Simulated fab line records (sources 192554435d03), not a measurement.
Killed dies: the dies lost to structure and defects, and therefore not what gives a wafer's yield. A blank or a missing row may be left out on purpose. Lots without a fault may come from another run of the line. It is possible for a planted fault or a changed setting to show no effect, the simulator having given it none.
Comparing a struck lot with a sound one | flow n5Finfet | 35 out of 1938 route steps
Sound: the wafers L789.1, L789.5, L789.6. Struck: wafers L798.1, L798.3, L798.5. Last of all comes the cause.
For every step that has rows: the tool of each side, followed by ch and its chambers, followed by its first start. Under that, the readings that differ: sound wafers | struck wafers | difference of the means | sigmas: that difference in standard deviations of wafers without a fault.
alike: words and numbers the same on both sides, and readings whose means are apart by under 2 such deviations; not compared: readings that were withheld, readings missing a value for some wafer, numbers with overlapping values and no deviation given by the record, and bounds like >300 which may hide the same value.
A row with sigmas, a row that says differs or no value, or rows on one side alone: a step with any of these is where the two part. Non-overlapping numbers with no deviation appear without sigmas and do not part them. Lack of a reading on every wafer of one side parts them only where that side has two or more wafers.

first, 11 steps without rows for these wafers: N5_MOL_CONTACT_COAG_ETCH_91 (etches SOC in N2/H2, target depth 60 nm, overetch 21 nm, time 101.2 s); N5_MOL_CONTACT_COAG_STRIP_92 (strips in N2/H2); N5_MOL_CONTACT_COAG_STRIP_93 (strips in N2/H2); N5_MOL_CONTACT_COAG_ETCHBACK_135 (etches SiO2 in CHF3, target depth 25 nm, time 16.7 s); N5_MOL_CONTACT_COAG_STRIP_118 (strips in CHF3); N5_MOL_CONTACT_COAG_VIA_ETCH_46 (etches SiO2 in C4F6/O2, target depth 46 nm, overetch 9.2 nm, time 40 s); N5_MOL_CONTACT_COAG_STRIP_96 (strips in N2/H2); N5_MOL_CONTACT_COAG_ETCH_47 (etches SiNx in CH3F/O2, stops on W, target depth 27 nm); N5_MOL_CONTACT_COAG_STRIP_119 (strips in N2/H2, time 30 s); N5_MOL_CONTACT_COAG_PRECLEAN_144 (cleans in alkaline clean, time 60 s); N5_MOL_CONTACT_COAG_SRD_145 (time 30 s).
N5_MOL_CONTACT_COAG_COAT_62: time 60 s, resist thk 60 nm.
  sound on lithoTrack-01 ch 0, day 6 02:59; struck on lithoTrack-01 ch 0, day 8 08:03
reading                                          | sound                | struck               | difference | sigmas
spinSpeedRpm (rpm)                               | 1500.2 1499.8 1501.4 | 1231.7 1232.6 1233.2 | -268.0     | -99 or more
model.SOC_of_MOL_CONTACT_COAG_COAT_62.thkNm (nm) | 60 60 60             | 66.2 66.2 66.4       | +6.3       | 
  alike: chillPlateTempC, resistLineTempC
then, 13 steps without rows for these wafers: N5_MOL_CONTACT_COAG_COAT_63 (time 60 s, resist thk 10 nm); N5_MOL_CONTACT_COAG_COAT_64 (time 60 s, resist thk 10 nm); N5_MOL_CONTACT_COAG_COAT_34 (resist thk 40 nm); N5_MOL_CONTACT_COAG_EBR_36; N5_MOL_CONTACT_COAG_SOFTBAKE_35 (time 60 s); N5_MOL_CONTACT_COAG_EXPOSE_37 (exposes mask VD, defocus 0 nm); N5_MOL_CONTACT_COAG_PEB_38 (peb time 60 s); N5_MOL_CONTACT_COAG_DEVELOP_39 (develop time 30 s); N5_MOL_CONTACT_COAG_DESCUM_45 (chemistry O2, time 7 s); N5_MOL_CONTACT_COAG_ETCH_65 (etches underlayer in N2/H2, target depth 13 nm, time 10.4 s); N5_MOL_CONTACT_COAG_ETCH_66 (etches SiARC in CF4, target depth 13 nm, time 21.7 s); N5_MOL_CONTACT_COAG_ALD_133 (deposits SiO2, target thk 5 nm, pulse time 1 s, co reactant pulse time 1 s); N5_MOL_CONTACT_COAG_ETCHBACK_134 (etches SiO2 in CHF3, target depth 10 nm, time 6.7 s).
N5_MOL_CONTACT_COAG_ETCH_67: etches SOC in N2/H2, target depth 60 nm, overetch 21 nm, time 101.2 s.
  sound on rieDiel-05 ch 2,3, day 6 04:16; struck on rieDiel-02 ch 1,2, day 8 08:57
reading                 | sound             | struck            | difference | sigmas
model.etch.depthNm (nm) | 59.97 59.91 59.99 | 66.18 66.24 66.38 | +6.31      | 
  alike: drypumpMotorCurrentA, oesProductAu, rfVppV, showerheadPlenumPTorr, throttleValvePct
  not compared: rfHoursCounterH
then, 6 steps without rows for these wafers: N5_MOL_CONTACT_COAG_STRIP_68 (strips in N2/H2); N5_MOL_CONTACT_COAG_STRIP_69 (strips in N2/H2); N5_MOL_CONTACT_COAG_ETCHBACK_136 (etches SiO2 in CHF3, target depth 25 nm, time 16.7 s); N5_MOL_CONTACT_COAG_STRIP_120 (strips in CHF3); N5_MOL_CONTACT_COAG_VIA_ETCH_117 (etches SiO2 in C4F6/O2, target depth 40 nm, overetch 8 nm, time 26 s); N5_MOL_CONTACT_COAG_ETCH_124 (etches SiNx in CH3F/O2, stops on SiOC, target depth 6.5 nm).
N5_MOL_CONTACT_COAG_ETCH_48: etches SiOC in C4F6/O2, target depth 15 nm, overetch 4.5 nm, time 17 s.
  sound on rieDiel-05 ch 2,3, day 6 04:28; struck on rieDiel-02 ch 1,2, day 8 09:08
reading                                          | sound          | struck       | difference | sigmas
model.SOC_of_MOL_CONTACT_COAG_COAT_62.thkNm (nm) | 45.2 45.8 45.2 | 52 52.2 52.4 | +7         | 
  alike: C4F6_flow_sccm, drypumpMotorCurrentA, oesProductAu, rfVppV, showerheadPlenumPTorr, throttleValvePct
  not compared: rfHoursCounterH
then, 1 step without rows for these wafers: N5_MOL_CONTACT_COAG_STRIP_72 (strips in N2/H2).
-- here the record skips 7 days between the struck wafers' starts before and after, leaving off in module MOL_CONTACT_COAG and picking up in module PASSIVATION (first step shown: number 1936 of the route) --
N5_PASSIVATION_PROBE_49:
  sound on prober-01 at day 12 23:25; struck on prober-02 at day 14 23:40
reading          | sound    | struck | difference | sigmas
killedAtContacts | 10 25 25 | 8 2 6  | -15        | -2
  alike: killed_at_M0_to_M3, killed_at_M4_up, killedAtFrontEnd, killedAtOther, killedDies, killedOpen, killedShort

WHERE THEY PART
Earliest at N5_MOL_CONTACT_COAG_COAT_62; latest, in this record, at N5_PASSIVATION_PROBE_49.

WHY: whatever the simulator had introduced
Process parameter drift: lithoTrack-01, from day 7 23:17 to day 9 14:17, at N5_MOL_CONTACT_COAG_COAT_62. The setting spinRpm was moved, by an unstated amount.
